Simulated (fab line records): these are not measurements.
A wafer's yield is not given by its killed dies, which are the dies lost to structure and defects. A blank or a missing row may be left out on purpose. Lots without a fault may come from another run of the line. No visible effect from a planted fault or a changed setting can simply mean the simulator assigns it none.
Matching of chambers	flow n5_finfet	4 sister chambers for N5_SD_EPI_P_ETCH_36 on rie_diel-05
The step etches SiARC in CF4, target depth 45.5 nm, time 75.8 s. 4 wafers are shown with their chamber, then 9 later ones without.

== EACH WAFER AND ITS CHAMBER ==
wafer	chamber	showerhead_plenum_p_Torr (Torr)
L083.2	1	2.17
L086.2	3	2.08
L092.4	2	2.04
L092.5	0	2.19

== WAFERS WITH NO CHAMBER GIVEN ==
wafer	showerhead_plenum_p_Torr (Torr)
L093.2	2.07
L093.4	2.04
L093.6	2.19
L095.1	2.07
L095.3	2.04
L095.6	2.04
L096.1	2.16
L096.3	2.07
L096.4	2.07

== THE CHAMBER EACH PASSED THROUGH ==
wafer	from the rows above	in truth
L093.2	3	3
L093.4	2	2
L093.6	0	0
L095.1	3	3
L095.3	2	2
L095.6	2	2
L096.1	1	1
L096.3	3	3
L096.4	3	3
Correct placement for 9 of the 9. Left unplaced by these rows: 0. Number placed wrongly: 0.
How it was worked out, from the rows above alone: a wafer's distance from a chamber is the root of the sum, over the readings, of the square of ((its reading less the chamber's mean) divided by the reading's scatter). If the next closest chamber is less than 2 further off than the closest, the wafer can't be placed; otherwise it belongs to the closest. The mean given for a chamber averages the wafers shown for that chamber. The scatter: root of mean squared gap, hidden wafer to nearest shown wafer, with one shown wafer a chamber.
